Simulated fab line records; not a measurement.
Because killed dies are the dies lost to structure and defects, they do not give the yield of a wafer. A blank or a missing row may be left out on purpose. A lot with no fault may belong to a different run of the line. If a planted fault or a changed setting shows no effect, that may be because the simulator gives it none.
Lot-split experiment    flow n5Finfet    7 lots, 39 wafers read, on a route of 1938 steps

## THE SPLIT
At N5_SD_EPI_N_EPI_21 (deposits Si:P, time 690 s), the setting timeS was moved away from the recipe's 690 s on 6 of the 39 wafers read, by -43.7% to -38.1%. This setting was run at the recipe's value on the other wafers.

## FROM SPLIT TO READING: 1 step shown by the file between the two
- N5_SD_EPI_N_EPI_MEAS_23

## THE READING
Si-P_of_SD_EPI_N_EPI_21.thkNm (the simulator's own value, which no gauge read), in nm, at N5_SD_EPI_N_PRECLEAN_24 (cleans in O3/DIW, time 60 s). There is no usual value for it anywhere in the file. Across the 33 wafers here that went through the recipe, the average is 58.9 nm and the standard deviation 0.69 nm.

wafer   tool, chamber at the split  timeS as run, s  against the recipe  Si-P_of_SD_EPI_N_EPI_21.thkNm, nm  against lot-mates on the recipe
L074.1  epiRpcvd-03, 0              690              recipe              59.2                               -
L074.2  epiRpcvd-03, 0              690              recipe              58.6                               -
L074.3  epiRpcvd-03, 0              690              recipe              58.4                               -
L074.4  epiRpcvd-03, 0              388.2            -43.7%              36                                 -22.7
L074.5  epiRpcvd-03, 0              388.2            -43.7%              35.2                               -23.5
L074.6  epiRpcvd-03, 0              388.2            -43.7%              35.8                               -22.9
L080.1  epiRpcvd-02, 0              690              recipe              59.6                               -
L080.2  epiRpcvd-02, 0              690              recipe              59.6                               -
L080.3  epiRpcvd-02, 0              690              recipe              59.8                               -
L080.4  epiRpcvd-02, 0              690              recipe              60.2                               -
L080.6  epiRpcvd-02, 0              690              recipe              60.2                               -
L080.5  epiRpcvd-02, 0              690              recipe              59                                 -
L085.1  epiRpcvd-01, 0              690              recipe              59                                 -
L085.4  epiRpcvd-01, 0              690              recipe              59                                 -
L085.5  epiRpcvd-01, 0              690              recipe              59                                 -
L085.2  epiRpcvd-01, 0              690              recipe              58.6                               -
L085.3  epiRpcvd-01, 0              690              recipe              58.4                               -
L085.6  epiRpcvd-01, 0              690              recipe              59.2                               -
L089.1  epiRpcvd-02, 0              690              recipe              59.8                               -
L089.2  epiRpcvd-02, 0              690              recipe              59                                 -
L089.3  epiRpcvd-02, 0              690              recipe              58.8                               -
L089.5  epiRpcvd-02, 0              690              recipe              58.8                               -
L089.4  epiRpcvd-02, 0              690              recipe              59.2                               -
L089.6  epiRpcvd-02, 0              690              recipe              59.4                               -
L091.1  epiRpcvd-03, 0              690              recipe              58.6                               -
L091.3  epiRpcvd-03, 0              690              recipe              58.6                               -
L091.4  epiRpcvd-03, 0              690              recipe              58.6                               -
L091.2  epiRpcvd-03, 0              690              recipe              58.8                               -
L091.5  epiRpcvd-03, 0              690              recipe              58.4                               -
L091.6  epiRpcvd-03, 0              690              recipe              59                                 -
L093.1  epiRpcvd-03, 0              690              recipe              58.6                               -
L093.3  epiRpcvd-03, 0              690              recipe              58.6                               -
L093.4  epiRpcvd-03, 0              690              recipe              58.6                               -
L097.1  epiRpcvd-03, 0              690              recipe              57.2                               -
L097.2  epiRpcvd-03, 0              426.9            -38.1%              38.4                               -18.9
L097.6  epiRpcvd-03, 0              426.9            -38.1%              38.4                               -18.9
L097.3  epiRpcvd-03, 0              690              recipe              57                                 -
L097.4  epiRpcvd-03, 0              690              recipe              57.8                               -
L097.5  epiRpcvd-03, 0              426.9            -38.1%              38.8                               -18.5

FIT RESULTS
A straight line over all 39 wafers: Si-P_of_SD_EPI_N_EPI_21.thkNm changes by +0.532 nm for each +1% of timeS; r = +1.00; the points scatter about the line by 0.66 nm.
The same after taking each lot's own level away (the mean of its wafers on the recipe; 39 wafers): +0.513 nm for each +1%; r = +1.00; scatter 0.42 nm.
On that fit, the largest move of timeS shifts the reading by 22 nm.
From 57.33 to 59.73 nm: that is the span of the lots' own levels, equal to 3.5 times the standard deviation above.
Consequently the slope shifts little with the lot-to-lot level, the two slopes agreeing.
Check: with one of the wafers moved furthest among these (-43.7%) left out of the fit, the line predicts -22.3 nm for it against its lot-mates. It came out at -22.7 nm against them.

## OTHER SPLITS ON THESE WAFERS
Before the reading, these wafers also passed through other splits. Each is held against what the fit with the lots' levels taken away leaves over:
other split on the same wafers  wafers away from the commonest value  r with Si-P_of_SD_EPI_N_EPI_21.thkNm (lot level and that fit taken away)
N5_FIN_SAQP_HM_DEP_03 timeS     15                                    -0.14

## THE WHOLE CHAIN: every reading that the file lists as answering this split, in the file's order
step                     what it does                 reading                                                                         change (the file's fit)                r (the file's)
N5_SD_EPI_N_EPI_21       deposits Si:P, time 690 s    Si-P_of_SD_EPI_N_EPI_21.thkNm (the simulator's own value, which no gauge read)  +0.517 nm for each +1% of the setting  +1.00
N5_SD_EPI_N_EPI_MEAS_23                               thkNm                                                                           withheld for each +1% of the setting   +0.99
N5_SD_EPI_N_PRECLEAN_24  cleans in O3/DIW, time 60 s  Si-P_of_SD_EPI_N_EPI_21.thkNm (the simulator's own value, which no gauge read)  +0.513 nm for each +1% of the setting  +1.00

## FILE'S OWN FIT
Si-P_of_SD_EPI_N_EPI_21.thkNm changes by +0.513 nm for each +1% of timeS, r = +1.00.
